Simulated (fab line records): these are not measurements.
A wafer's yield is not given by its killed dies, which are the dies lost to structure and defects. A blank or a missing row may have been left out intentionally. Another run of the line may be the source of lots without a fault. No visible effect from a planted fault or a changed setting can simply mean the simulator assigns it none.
Split-lot study + flow n5_finfet + 7 lots, 21 wafers read, on a route of 1938 steps

== THE SPLIT ==
At N5_BEOL_M9_ETCH_66 (etches SOC in N2/H2, target depth 80 nm, overetch 16 nm, time 120 s), the setting time_s was moved away from the recipe's 120 s on 5 of the 21 wafers read, by -20.1% to -6.2%. The other wafers ran this setting at the recipe's value.

The reading is taken at the split's own step.

== THE READING ==
SiARC_of_BEOL_M9_COAT_64.thk_nm (the simulator's own value, which no gauge read), in nm, at N5_BEOL_M9_ETCH_66 (etches SOC in N2/H2, target depth 80 nm, overetch 16 nm, time 120 s). No usual value for it is given in the file. The 16 wafers here that ran the recipe average 6.4 nm, standard deviation 0.11 nm.

| wafer  | tool, chamber at the split | time_s as run, s | against the recipe | SiARC_of_BEOL_M9_COAT_64.thk_nm, nm | against lot-mates on the recipe |
|--------|----------------------------|------------------|--------------------|-------------------------------------|---------------------------------|
| L077.2 | rie_diel-04, 2,1           | 120              | recipe             | 6.4                                 | -                               |
| L077.4 | rie_diel-04, 2,1           | 120              | recipe             | 6.4                                 | -                               |
| L077.6 | rie_diel-04, 0             | 112.6            | -6.2%              | 7                                   | +0.6                            |
| L079.1 | rie_diel-03, 0,1           | 120              | recipe             | 6.4                                 | -                               |
| L079.6 | rie_diel-03, 0,1           | 120              | recipe             | 6.4                                 | -                               |
| L079.3 | rie_diel-03, 3             | 101.2            | -15.7%             | 7.4                                 | +1.0                            |
| L081.4 | rie_diel-03, 0             | 105.8            | -11.8%             | 7                                   | +0.6                            |
| L081.5 | rie_diel-03, 0,1           | 120              | recipe             | 6.4                                 | -                               |
| L081.6 | rie_diel-03, 0,1           | 120              | recipe             | 6.4                                 | -                               |
| L083.2 | rie_diel-01, 0,2           | 120              | recipe             | 6.2                                 | -                               |
| L083.6 | rie_diel-01, 0,2           | 120              | recipe             | 6.2                                 | -                               |
| L083.3 | rie_diel-01, 3             | 120              | recipe             | 6.4                                 | -                               |
| L088.1 | rie_diel-03, 1             | 120              | recipe             | 6.4                                 | -                               |
| L088.3 | rie_diel-03, 0             | 120              | recipe             | 6.6                                 | -                               |
| L088.6 | rie_diel-03, 3             | 104              | -13.3%             | 7.2                                 | +0.7                            |
| L086.1 | rie_diel-04, 3             | 120              | recipe             | 6.2                                 | -                               |
| L086.4 | rie_diel-04, 3,2           | 120              | recipe             | 6.4                                 | -                               |
| L086.6 | rie_diel-04, 3,2           | 120              | recipe             | 6.4                                 | -                               |
| L092.2 | rie_diel-04, 0             | 120              | recipe             | 6.4                                 | -                               |
| L092.4 | rie_diel-04, 2             | 120              | recipe             | 6.6                                 | -                               |
| L092.5 | rie_diel-04, 2             | 95.92            | -20.1%             | 7.6                                 | +1.1                            |
Where a row lists several chambers, the file gives one row for several wafers and doesn't say which wafer went through which chamber.

FIT RESULTS
A straight line over all 21 wafers: SiARC_of_BEOL_M9_COAT_64.thk_nm changes by -0.0613 nm for each +1% of time_s; r = -0.96; the points scatter about the line by 0.12 nm.
The same after taking each lot's own level away (the mean of its wafers on the recipe; 21 wafers): -0.0571 nm for each +1%; r = -0.97; scatter 0.096 nm.
Per that fit: largest time_s move, reading shift of 1.1 nm.
The span of the lots' own levels, 6.27 to 6.50 nm, comes to 2.1 times the standard deviation stated above.
Hence the lot-to-lot level has little effect on the slope; both slopes agree.
Check: +1.19 nm against its lot-mates is what the line predicts for one of the wafers moved furthest among these (-20.1%) when that wafer is left out of the fit. Against them it came out at +1.1 nm.

== THESE WAFERS: OTHER SPLITS ==
These wafers also went through other splits before the reading. Each is held against what the fit with the lots' levels taken away leaves over:
| other split on the same wafers     | wafers away from the commonest value | r with SiARC_of_BEOL_M9_COAT_64.thk_nm (lot level and that fit taken away) |
|------------------------------------|--------------------------------------|----------------------------------------------------------------------------|
| N5_BEOL_M6_EXPOSE_25 dose_mj       | 4                                    | -0.11                                                                      |
| N5_BEOL_M8_COAT_22 spin_rpm        | 11                                   | -0.19                                                                      |
| N5_BEOL_M8_ETCH_66 source_w        | 2                                    | +0.10                                                                      |
| N5_BEOL_M8_TRENCH_ETCH_37 source_w | 9                                    | -0.04                                                                      |

== THE FILE'S OWN FIT ==
SiARC_of_BEOL_M9_COAT_64.thk_nm changes by -0.0576 nm for each +1% of time_s, r = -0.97.
